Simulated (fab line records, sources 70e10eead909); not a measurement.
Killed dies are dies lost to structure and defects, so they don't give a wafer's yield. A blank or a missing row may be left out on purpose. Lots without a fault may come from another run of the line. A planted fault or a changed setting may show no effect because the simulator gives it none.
fab line records | flow nand_harc
record lots=14 wafers=42 last_day=35
route steps=1302 shown A_CHANNEL_HOLE_D2@585 A_CHANNEL_FILL_D2@612
lots that met no fault: from a run of the same line without faults
start_h: hours from the record's first day to the start of the lot's first wafer shown | wait_h: hours since the lot's step before | " the same as in the row above | L1.1+2: a row that stands for several wafers | - no value, or no start given | * or withheld: withheld | < > ~ a bound
route shown NAME@n: a module of which the file shows steps, and the number in the route of the first | usual: mean/standard deviation of fault-free wafers | same: alike in all rows | chamber/n: place in a boat | sites: the reading at each site | _std_site: their standard deviation | _edge_site: outer sites' mean less inner sites' | radius_mm: how far each site lies from the wafer's centre | mask NAME#n: copy n | behind: the tool/chamber that last shaped the wafer | hold: why the lot was held/for how many hours/how that ended | device: the transistor (n, p or np) that didn't switch | end of line: the same wafers' tests at the end of the route | a step without rows: its recipe alone | killed: dies lost to structure and defects at the first sort, not the wafer's yield | map: a wafer's dies, x killed, . not, _ none there
set.NAME: the setting as run; set.NAME@STEP: as run at that earlier step | model.NAME: the simulator's own value behind a step, which no gauge read
steps of the route over a sample of lots; a table a step, a row a wafer
services: from which hour (start_h, from the record's first day; less than 0 if before it) a tool's chamber was out of use, for how many hours, and why
## steps
# step NHARC_A_CHANNEL_HOLE_D2_DESCUM_15
# recipe time_s=3 o2_flow_sccm=200 ar_flow_sccm=0 bias_power_w=0 chemistry=O2
# usual drypump_motor_current_A=5.7/0.32 oes_product_au=0.998/0.01 rf_vpp_V=57.7/0.89 showerhead_plenum_p_Torr=1.90/0.07 throttle_valve_pct=11.310/0.0095
# columns lot.wafer tool chamber start_h wait_h drypump_motor_current_A oes_product_au rf_hours_counter_h rf_vpp_V showerhead_plenum_p_Torr throttle_valve_pct
L469.3 rie_diel-05 0 293.33 0.1 6.0 1.008 3 58.5 1.96 11.298
L469.2 " 1 " " 5.6 1.010 3 59.2 1.94 11.302
L469.5 " 2 " " 5.0 1.009 - 56.9 1.89 11.306
L472.1 rie_diel-02 3 321.43 0.1 5.8 0.983 6 58.0 1.91 11.320
L472.6 " 2 " " 5.7 0.980 - 56.9 1.88 11.323
L472.5 " 3 " " 5.8 0.982 - 58.3 1.91 11.307
L477.3 rie_diel-02 3 392.51 0.1 5.7 0.997 9 58.7 1.91 11.310
L477.2 " 1 " " 6.0 1.018 6 56.5 1.83 11.325
L477.6 " 3 " " 5.7 0.982 - 57.3 1.91 11.302
L473.1 rie_diel-05 1 393.52 0.1 5.5 1.022 9 59.2 1.94 11.323
L473.3 " 3 " " 6.1 0.993 9 58.3 1.80 11.306
L473.5 " 1 " " 5.5 1.017 - 56.0 1.94 11.317
L476.3 rie_diel-11 0 394.42 0.1 5.8 0.993 5 58.1 1.97 11.312
L476.1 " 2 " " 5.4 0.989 9 57.8 1.88 11.301
L476.6 " 0 " " 5.8 1.001 - 57.3 1.97 11.298
L474.3 rie_diel-05 1 404.35 0.1 5.6 1.011 10 58.3 1.94 11.290
L474.1 " 0 " " 6.0 1.012 11 58.2 1.96 11.315
L474.5 " 1 " " 5.5 1.010 - 58.0 1.94 11.310
L479.3 rie_diel-02 0 405.54 0.1 5.5 1.016 0 56.8 2.00 11.326
L479.4 " 1 " " 5.9 1.006 0 56.4 1.83 11.317
L479.5 " 0 " " 5.5 0.996 - 58.3 2.00 11.319
L480.3 rie_diel-02 3 410.53 0.1 5.7 0.984 1 59.1 1.91 11.305
L480.4 " 1 " " 6.0 1.007 1 58.5 1.83 11.319
L480.6 " 3 " " 5.7 0.993 - 56.6 1.91 11.323
L481.1 rie_diel-11 1 414.19 0.1 5.5 0.993 7 57.7 1.78 11.305
L481.4 " 2 " " 5.4 0.992 11 58.5 1.87 11.313
L481.3 " 0 " " 5.7 0.982 6 57.1 1.97 11.311
L483.3 rie_diel-05 2 433.80 0.1 5.1 1.015 1 57.0 1.88 11.296
L483.4 " 0 " " 6.0 1.010 0 58.5 1.96 11.319
L483.5 " 2 " " 5.1 1.005 - 58.2 1.88 11.318
L484.6 rie_diel-05 2 435.69 0.1 5.0 1.012 - 55.0 1.88 11.316
L484.4 " 3 " " 6.1 1.015 - 57.3 1.79 11.306
L484.5 " 1 " " 5.6 1.007 - 57.7 1.94 11.317
L486.1 rie_diel-02 1 451.96 0.1 6.0 1.001 3 56.9 1.83 11.292
L486.6 " 2 " " 5.7 0.992 - 57.3 1.88 11.304
L486.5 " 1 " " 5.9 1.010 - 57.9 1.83 11.322
L485.3 rie_diel-11 1 452.53 0.1 5.5 0.985 1 56.3 1.78 11.312
L485.1 " 3 " " 6.3 1.016 1 57.6 2.01 11.322
L485.5 " 1 " " 5.6 0.992 - 56.0 1.78 11.300
L492.2 rie_diel-11 0 543.04 0.1 5.8 0.993 5 57.5 1.97 11.301
L492.3 " 1 " " 5.5 0.973 5 58.0 1.78 11.310
L492.6 " 3 " " 6.3 1.005 - 58.2 2.01 11.317
# step NHARC_A_CHANNEL_HOLE_D2_ETCH_39
# recipe target_depth_a=2600 over_etch_frac=0.3 time_s=325 ion_energy_ev=200 n2_flow_sccm=150 h2_flow_sccm=150 ar_flow_sccm=0 rf_w=400 bias_w=150 chemistry=N2/H2
# usual drypump_motor_current_A=5.7/0.32 oes_product_au=0.998/0.011 rf_vpp_V=430.2/2.3 showerhead_plenum_p_Torr=2.03/0.08 throttle_valve_pct=14.171/0.0092
# columns lot.wafer tool chamber start_h wait_h drypump_motor_current_A oes_product_au rf_hours_counter_h rf_vpp_V showerhead_plenum_p_Torr throttle_valve_pct
L469.2 rie_diel-05 0 - - 6.0 1.006 3 431.0 2.09 14.167
L469.3 " 1 " " 5.6 1.007 3 431.1 2.07 14.176
L469.5 " 0 " " 6.0 1.005 - 431.9 2.09 14.174
L472.1 rie_diel-02 1 - - 6.0 0.984 4 427.4 1.95 14.173
L472.5 " 2 " " 5.7 0.972 - 430.3 2.00 14.170
L472.6 " 3 " " 5.7 0.980 - 429.3 2.04 14.186
L477.3 rie_diel-02 0 - - 5.5 1.000 8 432.7 2.13 14.180
L477.2 " 1 " " 6.0 0.999 6 428.1 1.95 14.169
L477.6 " 1 " " 6.0 1.009 - 427.4 1.95 14.176
L473.1 rie_diel-05 3 - - 6.0 0.998 9 426.3 1.91 14.157
L473.3 " 1 " " 5.6 1.012 9 431.7 2.07 14.167
L473.5 " 0 " " 6.0 1.003 - 432.6 2.09 14.174
L476.3 rie_diel-11 2 - - 5.4 1.005 9 427.6 2.00 14.173
L476.1 " 3 " " 6.3 1.012 9 432.3 2.15 14.165
L476.6 " 1 " " 5.5 0.999 - 425.3 1.89 14.176
L474.1 rie_diel-05 2 - - 5.0 1.015 9 429.9 2.01 14.168
L474.3 " 3 " " 6.1 1.004 10 427.0 1.91 14.163
L474.5 " 2 " " 5.0 1.013 - 430.2 2.01 14.183
L479.4 rie_diel-02 2 - - 5.7 1.003 0 429.4 2.00 14.179
L479.3 " 3 " " 5.8 0.988 0 430.0 2.04 14.173
L479.5 " 1 " " 6.0 0.995 - 428.4 1.95 14.167
L480.3 rie_diel-02 0 - - 5.5 1.006 1 432.5 2.13 14.177
L480.4 " 3 " " 5.8 0.988 1 430.9 2.04 14.169
L480.6 " 1 " " 6.0 1.007 - 427.7 1.95 14.179
L481.4 rie_diel-11 0 - - 5.8 0.997 6 431.4 2.10 14.173
L481.1 " 1 " " 5.6 0.999 7 427.2 1.89 14.184
L481.3 " 2 " " 5.4 0.988 11 428.9 2.00 14.165
L483.3 rie_diel-05 3 - - 6.0 1.007 1 427.6 1.91 14.169
L483.4 " 0 " " 6.0 1.001 1 433.0 2.09 14.173
L483.5 " 2 " " 5.0 1.009 - 430.6 2.01 14.183
L484.5 rie_diel-05 1 - - 5.6 1.013 - 431.7 2.07 14.158
L484.4 " 2 " " 5.1 1.008 - 428.8 2.01 14.171
L484.6 " 3 " " 6.1 1.005 - 426.5 1.91 14.171
L486.1 rie_diel-02 0 - - 5.5 0.991 4 433.2 2.13 14.189
L486.5 " 0 " " 5.5 0.992 - 432.8 2.13 14.178
L486.6 " 1 " " 6.0 0.991 - 429.4 1.95 14.154
L485.3 rie_diel-11 0 - - 5.8 1.006 1 431.6 2.10 14.165
L485.1 " 1 " " 5.5 0.981 1 425.1 1.89 14.168
L485.5 " 1 " " 5.5 0.989 - 425.8 1.89 14.175
L492.3 rie_diel-11 1 - - 5.5 0.975 5 427.6 1.89 14.160
L492.2 " 3 " " 6.3 0.992 6 433.4 2.14 14.167
L492.6 " 1 " " 5.5 0.982 - 427.2 1.89 14.169
# step NHARC_A_CHANNEL_FILL_D2_ALD_02
# recipe target_thk_a=60 pulse_time_s=10 ald_cycles=60 temp_c=300 material=SiO2
# usual heater_power_w=468/38 precursor_pulse_height_rel=1.003/0.02
# same ald_cycles=60 pulse_time_s=10
# columns lot.wafer tool chamber start_h wait_h heater_power_w precursor_pulse_height_rel since_wet_clean_h
L469.3 ald_hk-04 1 310.50 - 472 1.028 46
L469.2 " 2 " " 456 0.978 46
L469.5 " 1 " " 471 1.018 -
L472.1 ald_hk-04 1 328.51 - 473 0.972 64
L472.6 " 1 " " 478 0.981 -
L472.5 " 2 " " 456 1.008 -
L477.2 ald_hk-02 3 400.71 - 490 1.002 40
L477.3 " 1 " " 520 0.960 40
L477.6 " 3 " " 486 1.019 -
L473.1 ald_hk-02 1 404.88 - 523 1.014 44
L473.3 " 3 " " 491 0.992 44
L473.5 " 1 " " 525 1.024 -
L476.1 ald_hk-01 1 405.78 - 482 1.027 98
L476.3 " 2 " " 463 0.982 98
L476.6 " 1 " " 492 1.030 -
L479.4 ald_hk-01 0 417.02 - 433 0.999 109
L479.3 " 2 " " 450 1.025 109
L479.5 " 0 " " 439 1.029 -
L480.4 ald_hk-01 0 433.43 - 436 0.989 126
L480.3 " 2 " " 455 1.018 126
L480.6 " 3 " " 483 0.998 -
L474.1 ald_hk-02 0 434.38 - 411 0.989 74
L474.3 " 2 " " 497 0.972 74
L474.5 " 3 " " 485 0.999 -
L481.1 ald_hk-02 2 437.57 - 485 1.031 77
L481.4 " 3 " " 483 1.014 77
L481.3 " 0 " " 404 0.978 77
L483.3 ald_hk-04 3 443.01 - 390 1.000 1
L483.4 " 1 " " 459 1.003 1
L483.5 " 3 " " 401 0.973 -
L484.4 ald_hk-04 2 449.91 - 466 1.028 8
L484.6 " 3 " " 401 0.999 -
L484.5 " 0 " " 523 1.027 -
L486.1 ald_hk-02 1 461.36 - 531 1.002 100
L486.5 " 0 " " 406 0.992 -
L486.6 " 1 " " 528 0.999 -
L485.3 ald_hk-02 2 461.85 - 499 0.994 101
L485.1 " 0 " " 421 0.955 101
L485.5 " 3 " " 489 1.010 -
L492.2 ald_hk-04 2 550.19 - 462 1.011 108
L492.3 " 3 " " 394 1.016 108
L492.6 " 2 " " 472 1.003 -
# step NHARC_A_CHANNEL_FILL_D2_ETCHBACK_19
# recipe target_depth_a=50 time_s=1.7 hbr_flow_sccm=150 cl2_flow_sccm=50 rf_w=400 icp_w=400 bias_w=100 chemistry=HBr/Cl2
# usual drypump_motor_current_A=5.7/0.5 oes_product_au=1.002/0.01 throttle_valve_pct=26.406/0.0091
# columns lot.wafer tool chamber start_h wait_h drypump_motor_current_A oes_product_au rf_hours_counter_h throttle_valve_pct
L469.3 rie_si-02 1 334.06 0.4 6.0 1.025 0.3 26.394
L469.2 " 3 " " 6.8 0.997 0.2 26.406
L469.5 " 2 " " 6.0 1.003 - 26.423
L472.1 rie_si-04 3 352.76 0.4 5.8 0.992 0 26.399
L472.5 " 1 " " 6.0 1.002 - 26.408
L472.6 " 3 " " 5.8 1.003 - 26.415
L477.3 rie_si-02 2 424.18 0.4 6.0 1.004 0.8 26.410
L477.2 " 3 " " 6.8 0.992 0.8 26.413
L477.6 " 3 " " 6.8 0.986 - 26.412
L473.3 rie_si-03 3 428.40 0.4 5.6 0.991 0.1 26.407
L473.1 " 1 " " 6.0 0.989 0.1 26.404
L473.5 " 3 " " 5.6 0.998 - 26.387
L476.3 rie_si-04 1 428.43 0.4 6.0 0.998 0.5 26.391
L476.1 " 2 " " 5.9 0.994 0.4 26.420
L476.6 " 3 " " 5.8 1.006 - 26.416
L479.3 rie_si-03 2 440.93 0.4 4.7 1.003 0.2 26.408
L479.4 " 3 " " 5.6 1.008 0.2 26.387
L479.5 " 3 " " 5.6 1.005 - 26.404
L481.3 rie_si-04 0 459.50 0.4 5.6 1.008 0.6 26.411
L481.4 " 2 " " 5.8 0.994 0.6 26.403
L481.1 " 3 " " 5.8 1.007 0.6 26.418
L480.4 rie_si-03 2 459.53 0.4 4.7 0.998 0.3 26.412
L480.3 " 3 " " 5.6 0.988 0.3 26.411
L480.6 " 1 " " 6.0 0.981 - 26.404
L474.3 rie_si-04 1 459.60 0.5 6.0 1.006 0.7 26.409
L474.1 " 2 " " 5.9 1.008 0.6 26.412
L474.5 " 0 " " 5.6 1.019 - 26.404
L483.3 rie_si-02 2 467.16 0.4 6.0 0.997 0.0 26.394
L483.4 " 0 " " 5.6 1.009 0.0 26.401
L483.5 " 3 " " 6.8 1.008 - 26.412
L484.4 rie_si-04 0 473.87 0.4 5.6 0.738 - 26.389
L484.5 " 1 " " 6.0 1.002 - 26.416
L484.6 " 3 " " 5.8 1.005 - 26.401
L485.3 rie_si-03 3 487.53 0.4 5.6 0.996 0.6 26.414
L485.1 " 1 " " 6.0 0.989 0.6 26.427
L485.5 " 3 " " 5.6 1.004 - 26.405
L486.1 rie_si-04 1 487.53 0.4 6.0 1.003 0.8 26.402
L486.6 " 0 " " 5.6 0.747 - 26.405
L486.5 " 1 " " 6.0 0.990 - 26.403
L492.2 rie_si-03 3 574.02 0.4 5.6 0.995 1.1 26.411
L492.3 " 1 " " 6.0 0.989 1.1 26.395
L492.6 " 3 " " 5.6 0.987 - 26.406
## services
# columns tool chamber start_h hours kind
rie_si-04 1 274.06 8.9 repair
rie_diel-11 0 283.12 16.4 repair
rie_diel-11 1 288.76 28.3 repair
rie_diel-02 0 290.11 2.6 repair
rie_si-04 2 303.23 3.7 repair
rie_diel-02 0 306.35 5.4 repair
rie_si-04 - 342.00 9.0 pm
rie_diel-02 - 393.70 9.0 pm
rie_si-03 - 398.00 9.0 pm
rie_diel-11 1 404.02 6.6 repair
rie_diel-05 - 406.63 9.0 pm
rie_diel-02 - 417.89 2.5 repair
rie_diel-11 - 419.84 1.0 repair
rie_diel-11 - 432.91 9.0 pm
rie_diel-05 0 435.49 1.6 repair
rie_diel-02 3 449.58 30.1 repair
rie_diel-02 2 453.83 3.8 repair
rie_si-04 2 469.40 7.6 repair
rie_diel-05 0 471.39 2.9 repair
rie_si-04 3 500.34 17.4 repair
rie_si-04 - 519.00 9.0 pm
rie_diel-02 0 550.30 3.8 repair
rie_diel-11 0 562.64 2.9 repair
rie_diel-02 - 570.70 9.0 pm
## key
first_sign step=NHARC_A_CHANNEL_FILL_D2_ETCHBACK_19 reading=oes_product_au direction=down sigmas=25 usual=1.002 struck=0.743
effect none on later readings
met_at NHARC_A_CHANNEL_FILL_D2_ETCHBACK_19
struck_lots L484,L486
struck_wafers L484.4,L486.6
later_rows_left_out L484.4,L486.6
sort_left_out L484.4,L486.6
tester_left_out L484,L486
not_acting_at NHARC_A_CHANNEL_HOLE_D2_DESCUM_15,NHARC_A_CHANNEL_HOLE_D2_ETCH_39,NHARC_A_CHANNEL_FILL_D2_ALD_02
onset_between 459.60 473.87
fault kind=process_parameter_drift tool=rie_si-04 chamber=0 onset_h=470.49 steps=NHARC_A_CHANNEL_FILL_D2_ETCHBACK_19 channel=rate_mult offset=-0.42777 shape=step end_h=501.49
# tester_left_out: of these lots the tester's yield and bins aren't shown, on N5 and GAA mostly nor the transistor test; their killed dies are dies lost to structure and defects alone, not to doping, threshold or leakage, so they don't give the yield
# sort_left_out: the simulated sort isn't trusted on such a fault, so these wafers' sort isn't shown, and their yield isn't known
# later_rows_left_out: the simulator's readings of these wafers behind a module that went badly wrong aren't trusted and aren't shown, but for the sort
